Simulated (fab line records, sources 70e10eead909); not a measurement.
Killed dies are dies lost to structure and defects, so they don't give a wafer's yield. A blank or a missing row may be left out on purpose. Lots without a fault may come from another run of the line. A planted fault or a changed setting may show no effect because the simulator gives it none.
Chamber matching | flow nand_harc | NHARC_A_M0_PRE_CLEAN_31 on pecvd-04: 3 sister chambers
The step time 12 s. 24 wafers are shown with their chamber, then 12 later ones without.

WAFERS WITH THEIR CHAMBER
wafer  | chamber | heater_power_w (W) | rf_fwd_power_W (W)
L074.3 | 0       | 652                | 291.1
L074.4 | 0       | 651                | 294.0
L074.5 | 1       | 517                | 293.5
L080.2 | 1       | 573                | 290.6
L080.3 | 0       | 559                | 292.9
L080.5 | 0       | 558                | 292.8
L079.2 | 1       | 612                | 292.9
L079.4 | 0       | 589                | 292.6
L079.5 | 2       | 616                | 290.4
L081.4 | 0       | 543                | 292.1
L081.5 | 2       | 682                | 293.8
L081.6 | 1       | 604                | 291.9
L083.2 | 0       | 559                | 292.0
L083.3 | 1       | 589                | 293.1
L083.4 | 1       | 566                | 293.7
L082.3 | 0       | 667                | 293.0
L082.5 | 0       | 658                | 293.5
L082.6 | 2       | 669                | 292.8
L087.2 | 2       | 658                | 292.6
L087.4 | 0       | 627                | 292.2
L087.6 | 2       | 642                | 291.5
L085.2 | 2       | 679                | 293.4
L085.4 | 2       | 657                | 291.3
L085.6 | 0       | 518                | 291.1

SIGNATURES (means of the wafers above)
reading        | chamber 0 | chamber 1 | chamber 2 | scatter within a chamber
heater_power_w | 598.27    | 576.83    | 657.57    | 42.6
rf_fwd_power_W | 292.482   | 292.617   | 292.257   | 1.07
Rule: a wafer's distance from a chamber is the root of the sum, over the readings, of the square of ((its reading less the chamber's mean) divided by the reading's scatter). The wafer belongs to the nearest chamber; if the next one is less than 2 further off, it can't be placed. The scatter: the root of (the sum of the squares of (reading less its chamber's mean) over the shown wafers, divided by (wafers less chambers)).

WAFERS WITHOUT THEIR CHAMBER
wafer  | heater_power_w (W) | rf_fwd_power_W (W)
L089.2 | 662                | 293.2
L089.4 | 656                | 293.7
L089.5 | 566                | 293.2
L091.2 | 521                | 294.2
L091.3 | 639                | 290.7
L091.6 | 653                | 291.6
L093.1 | 696                | 292.7
L093.2 | 543                | 293.4
L093.5 | 641                | 291.8
L097.2 | 660                | 292.4
L097.4 | 540                | 292.1
L097.6 | 579                | 293.6

WHICH CHAMBER EACH WENT THROUGH
wafer  | from the rows above          | in truth
L089.2 | can't be placed: 2 or 0 or 1 | 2
L089.4 | can't be placed: 2 or 0 or 1 | 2
L089.5 | can't be placed: 1 or 0 or 2 | 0
L091.2 | can't be placed: 1 or 0 or 2 | 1
L091.3 | can't be placed: 2 or 0 or 1 | 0
L091.6 | can't be placed: 2 or 0 or 1 | 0
L093.1 | can't be placed: 2 or 0 or 1 | 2
L093.2 | can't be placed: 1 or 0 or 2 | 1
L093.5 | can't be placed: 2 or 0 or 1 | 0
L097.2 | can't be placed: 2 or 0 or 1 | 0
L097.4 | can't be placed: 1 or 0 or 2 | 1
L097.6 | can't be placed: 1 or 0 or 2 | 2
Placed correctly: 0 of 12. Can't be placed from these rows: 12 (the true chamber is among the candidates in 12). Placed wrongly: 0.
